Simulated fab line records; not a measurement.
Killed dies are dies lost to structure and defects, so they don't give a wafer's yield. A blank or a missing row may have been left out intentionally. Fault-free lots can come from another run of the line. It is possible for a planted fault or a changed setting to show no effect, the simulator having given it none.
Which tool did it?	flow n5-finfet	9 lots, 27 wafers sampled, at 6 steps of a route of 1938

== WHAT THE GAUGES READ, wafer by wafer ==
N5_BEOL_M4_RC_MEAS_101. Usual: DIBL_N 36.4 mV/V, standard deviation 2; DIBL_P 36.1 mV/V, standard deviation 2.5; IOFF_N 0.16 nA/um, standard deviation 0.037; IOFF_P 0.20 nA/um, standard deviation 0.038; ION_N 670 uA/um, standard deviation 13; ION_P 459 uA/um, standard deviation 8.3; SS_N 71.6 mV/dec, standard deviation 0.69; SS_P 73.3 mV/dec, standard deviation 0.72; VT_N 250 mV, standard deviation 3.4; VT_P -251 mV, standard deviation 3.1.
lot	measured	on	DIBL_N (mV/V)	DIBL_P (mV/V)	IOFF_N (nA/um)	IOFF_P (nA/um)	ION_N (uA/um)	ION_P (uA/um)	SS_N (mV/dec)	SS_P (mV/dec)	VT_N (mV)	VT_P (mV)	flag
L668	day 7 17:26	prober-02	39.2 33.8 36.4	38.6 32.0 34.3	0.21 0.11 0.15	0.27 0.17 0.18	693 647 690	473 453 470	71.8 70.6 71.7	73.5 72.3 72.8	244 255 250	-246 -253 -251	
L683	day 11 10:58	prober-02	39.1 34.5 38.9	39.9 33.9 38.1	0.23 0.13 0.21	0.28 0.17 0.23	689 662 670	468 451 459	72.3 71.2 72.5	74.1 72.6 73.4	244 250 247	-245 -253 -250	
L684	day 12 15:23	prober-01	38.5 34.5 37.0	37.5 32.4 36.0	0.20 0.12 0.15	0.24 0.15 0.21	675 657 662	458 453 451	72.3 70.6 71.0	73.6 73.1 73.9	247 256 250	-248 -257 -251	
L685	day 12 07:19	prober-02	37.8 38.4 37.0	36.1 36.1 35.6	0.15 0.17 0.15	0.22 0.22 0.22	676 679 685	467 465 476	72.1 72.0 71.7	73.2 73.1 73.2	249 250 249	-249 -248 -250	
L689	day 13 12:19	prober-02	35.4 37.1 35.8	36.3 36.9 36.5	0.14 0.15 0.14	0.18 0.18 0.18	678 657 663	464 441 458	70.8 71.9 71.3	73.9 73.3 73.5	252 253 250	-254 -256 -256	
L690	day 13 16:30	prober-01	36.7 37.6 35.3	36.9 36.4 34.9	0.18 0.17 0.13	0.19 0.18 0.17	676 668 651	455 445 452	71.4 71.6 70.8	74.0 73.9 72.3	246 247 251	-254 -255 -256	
L691	day 14 01:40	prober-01	36.2 37.2 38.3	36.3 37.4 38.5	0.15 0.18 0.20	0.22 0.22 0.26	688 674 703	473 459 484	71.5 72.4 71.7	73.5 74.0 73.7	248 249 243	-250 -252 -248	

== EACH LOT AND THE TOOL THAT RAN IT (in order: tool; ch and the chambers of the sampled wafers; start) ==
lot	N5_MOL_CONTACT_COAG_ETCH_106	N5_MOL_CONTACT_COAG_ETCH_110	N5_MOL_CONTACT_COAG_SPUTTER_143	N5_MOL_CONTACT_COAG_CMP_28	N5_MOL_CONTACT_COAG_ETCH_48
L668	rie-diel-05 ch 0,2,3, day 4 23:49	rie-diel-05 ch 0,2,3, day 5 00:01	pvd-sputter-01, day 5 01:43	cmp-04 ch 0,2,3, day 5 07:38	rie-diel-04 ch 2,3, day 5 10:50
L676	rie-diel-02 ch 0,3, day 6 18:32	rie-diel-02 ch 0,3, day 6 18:43	pvd-sputter-03, day 6 21:31	cmp-03 ch 0,2,3, day 7 02:47	rie-diel-05 ch 1,2,3, day 7 07:20
L677	rie-diel-02 ch 0,2, day 7 02:36	rie-diel-02 ch 0,2, day 7 02:48	pvd-sputter-03, day 7 05:18	cmp-02 ch 0,2, day 7 11:20	rie-diel-05 ch 1,2,3, day 7 15:02
L683	rie-diel-05 ch 0,2,3, day 8 09:48	rie-diel-05 ch 0,2,3, day 8 09:59	pvd-sputter-03, day 8 12:34	cmp-02 ch 1,2,3, day 8 18:47	rie-diel-02 ch 0,1,3, day 8 22:11
L684	rie-diel-04 ch 0,3, day 8 15:03	rie-diel-04 ch 0,3, day 8 15:15	pvd-sputter-02, day 8 18:52	cmp-02 ch 1,2, day 9 01:41	rie-diel-05 ch 0,1, day 9 05:22
L685	rie-diel-04 ch 0,2, day 8 21:58	rie-diel-04 ch 0,2, day 8 22:10	pvd-sputter-01, day 9 00:01	cmp-02 ch 1,2, day 9 04:26	rie-diel-05 ch 1,2,3, day 9 08:09
L689	rie-diel-04 ch 0,2, day 10 04:48	rie-diel-04 ch 0,2, day 10 05:00	pvd-sputter-03, day 10 08:33	cmp-04 ch 1,2, day 10 13:01	rie-diel-05 ch 0,1, day 10 18:16
L690	rie-diel-05 ch 1,3, day 10 09:23	rie-diel-05 ch 1,3, day 10 09:35	pvd-sputter-02, day 10 11:17	cmp-03 ch 0,2,3, day 10 17:25	rie-diel-05 ch 0,1,3, day 10 21:44
L691	rie-diel-02 ch 0,1,3, day 10 10:16	rie-diel-02 ch 0,1,3, day 10 10:28	pvd-sputter-03, day 10 12:10	cmp-03 ch 1,2,3, day 10 18:03	rie-diel-02 ch 0,1,2, day 10 22:14
- N5_MOL_CONTACT_COAG_ETCH_106: etches SOC in N2/H2, target depth 80 nm, overetch 16 nm, time 120 s.
- N5_MOL_CONTACT_COAG_ETCH_110: etches Si in CF4/O2, target depth 2.5 nm, time 8 s.
- N5_MOL_CONTACT_COAG_SPUTTER_143: material Co, target thk 2.5 nm.
- N5_MOL_CONTACT_COAG_CMP_28: polishes, stops on SiNx, t overpolish 0.85 s, target thk 14.522 nm.
- N5_MOL_CONTACT_COAG_ETCH_48: etches SiOC in C4F6/O2, target depth 15 nm, overetch 4.5 nm, time 17 s.

== WHAT THE TOOLS THEMSELVES READ (means of the sampled wafers that have a number; where no wafer has one, the mark that the record gives instead) ==
N5_MOL_CONTACT_COAG_ETCH_106. Usual: drypump-motor-current-A 5.7 A, standard deviation 0.4; n2-flow-sccm 200.0 sccm, standard deviation 0.6; oes-product-au 0.70 a.u., standard deviation 0.089; rf-vpp-V 524 V, standard deviation 3.1; showerhead-plenum-p-Torr 2.55 Torr, standard deviation 0.11; throttle-valve-pct 17.83 %, standard deviation 0.28.
lot	tool	drypump-motor-current-A (A)	n2-flow-sccm (sccm)	oes-product-au (a.u.)	rf-vpp-V (V)	showerhead-plenum-p-Torr (Torr)	throttle-valve-pct (%)	flag
L668	rie-diel-05	5.4	199.9	0.64	522	2.49	17.97	
L676	rie-diel-02	6.2	200.5	0.63	522	2.46	17.75	
L677	rie-diel-02	5.9	200.0	0.62	522	2.46	17.86	
L683	rie-diel-05	5.4	200.1	0.78	522	2.48	17.69	
L684	rie-diel-04	5.8	200.5	0.80	526	2.64	17.70	
L685	rie-diel-04	5.5	200.0	0.72	526	2.66	18.06	
L689	rie-diel-04	5.5	199.9	0.70	526	2.65	18.09	
L690	rie-diel-05	6.0	199.7	0.71	525	2.58	17.95	
L691	rie-diel-02	6.2	199.9	0.67	522	2.52	17.77	

N5_MOL_CONTACT_COAG_ETCH_110. Usual: O2_flow_sccm 10.001 sccm, standard deviation 0.029; drypump-motor-current-A 5.7 A, standard deviation 0.4; oes-product-au 0.78 a.u., standard deviation 0.11; rf-vpp-V 125 V, standard deviation 4.3; showerhead-plenum-p-Torr 2.23 Torr, standard deviation 0.092; throttle-valve-pct 10.72 %, standard deviation 0.28.
lot	tool	O2_flow_sccm (sccm)	drypump-motor-current-A (A)	oes-product-au (a.u.)	rf-vpp-V (V)	showerhead-plenum-p-Torr (Torr)	throttle-valve-pct (%)	flag
L668	rie-diel-05	10.020	5.3	0.72	124	2.18	10.98	
L676	rie-diel-02	9.987	6.3	0.70	120	2.15	10.69	
L677	rie-diel-02	9.986	5.9	0.70	121	2.15	10.84	
L683	rie-diel-05	9.987	5.4	0.88	122	2.17	10.56	
L684	rie-diel-04	9.998	5.7	0.88	129	2.30	10.51	
L685	rie-diel-04	10.019	5.5	0.79	128	2.30	10.82	
L689	rie-diel-04	9.977	5.5	0.76	128	2.30	10.86	
L690	rie-diel-05	10.028	5.9	0.79	127	2.27	10.87	
L691	rie-diel-02	9.963	6.2	0.74	125	2.19	10.60	

N5_MOL_CONTACT_COAG_SPUTTER_143. Usual: throttle-valve-pct reads 30.1 % (standard deviation 1.4).
lot	tool	throttle-valve-pct (%)	flag
L668	pvd-sputter-01	28.4	
L676	pvd-sputter-03	31.3	
L677	pvd-sputter-03	31.4	
L683	pvd-sputter-03	31.4	
L684	pvd-sputter-02	30.8	
L685	pvd-sputter-01	28.3	
L689	pvd-sputter-03	31.1	
L690	pvd-sputter-02	29.8	
L691	pvd-sputter-03	31.2	

N5_MOL_CONTACT_COAG_CMP_28. Usual: edge-zone-pressure-frac 1.000, standard deviation 0.0048; head-pressure-psi 4.149 psi, standard deviation 0.009; motor-current-A 12.6 A, standard deviation 1.4; time-to-endpoint-s 4.4 s, standard deviation 2.6.
lot	tool	edge-zone-pressure-frac	head-pressure-psi (psi)	motor-current-A (A)	time-to-endpoint-s (s)	flag
L668	cmp-04	0.996	4.154	12.5	4.3	
L676	cmp-03	-	-	-	-	OFF
L677	cmp-02	-	-	-	-	OFF
L683	cmp-02	1.001	4.147	12.5	4.4	
L684	cmp-02	1.001	4.147	13.0	5.5	
L685	cmp-02	1.004	4.149	13.0	7.0	
L689	cmp-04	1.000	4.147	12.2	1.9	
L690	cmp-03	0.995	4.158	13.1	0.2	
L691	cmp-03	0.999	4.147	13.3	2.5	

N5_MOL_CONTACT_COAG_ETCH_48. Usual: C4F6_flow_sccm 9.995 sccm, standard deviation 0.027; O2_flow_sccm 10.01 sccm, standard deviation 0.033; drypump-motor-current-A 5.7 A, standard deviation 0.4; oes-product-au 0.67 a.u., standard deviation 0.092; rf-vpp-V 1564 V, standard deviation 40; showerhead-plenum-p-Torr 2.82 Torr, standard deviation 0.12; throttle-valve-pct 40.6 %, standard deviation 0.39.
lot	tool	C4F6_flow_sccm (sccm)	O2_flow_sccm (sccm)	drypump-motor-current-A (A)	oes-product-au (a.u.)	rf-vpp-V (V)	showerhead-plenum-p-Torr (Torr)	throttle-valve-pct (%)	flag
L668	rie-diel-04	9.992	10.00	5.8	0.56	1589	2.81	40.3	
L676	rie-diel-05	10.016	10.02	5.8	1.18	1577	2.78	40.8	OFF
L677	rie-diel-05	9.987	10.01	5.7	1.18	1577	2.78	40.8	OFF
L683	rie-diel-02	9.983	9.98	6.2	0.63	1560	2.81	40.7	
L684	rie-diel-05	10.019	10.02	5.5	0.74	1520	2.93	40.1	
L685	rie-diel-05	9.995	10.00	5.7	0.70	1575	2.78	40.7	
L689	rie-diel-05	9.975	10.00	5.4	0.70	1519	2.92	40.1	
L690	rie-diel-05	9.994	9.98	5.6	0.67	1542	2.89	40.5	
L691	rie-diel-02	9.992	10.02	5.9	0.65	1550	2.79	40.4	

== THE ANSWER, worked out from the rows above alone ==
Rule: lot off if the mean of its wafers having a number is beyond 3 standard deviations from the usual mean. Also off: a lot with no number at a reading for which 4 or more lots have one. All remaining lots with rows at the step are treated as sound. The gauges are gone through in route order, then the tools' own readings, and for those a lot's mean is taken as printed above. At the first step where some lot is off, the reading lying furthest off is the one used; lots without a number count as furthest.
Off: L676, L677 (N5_MOL_CONTACT_COAG_CMP_28, edge-zone-pressure-frac). Without a number there: L676, L677.
If a tool, at that step or one of the process steps before it, ran each lot that is off and ran no sound lot following the first of them, it fits. None of those tried fits.

== WHAT WAS PUT IN BY THE SIMULATOR ==
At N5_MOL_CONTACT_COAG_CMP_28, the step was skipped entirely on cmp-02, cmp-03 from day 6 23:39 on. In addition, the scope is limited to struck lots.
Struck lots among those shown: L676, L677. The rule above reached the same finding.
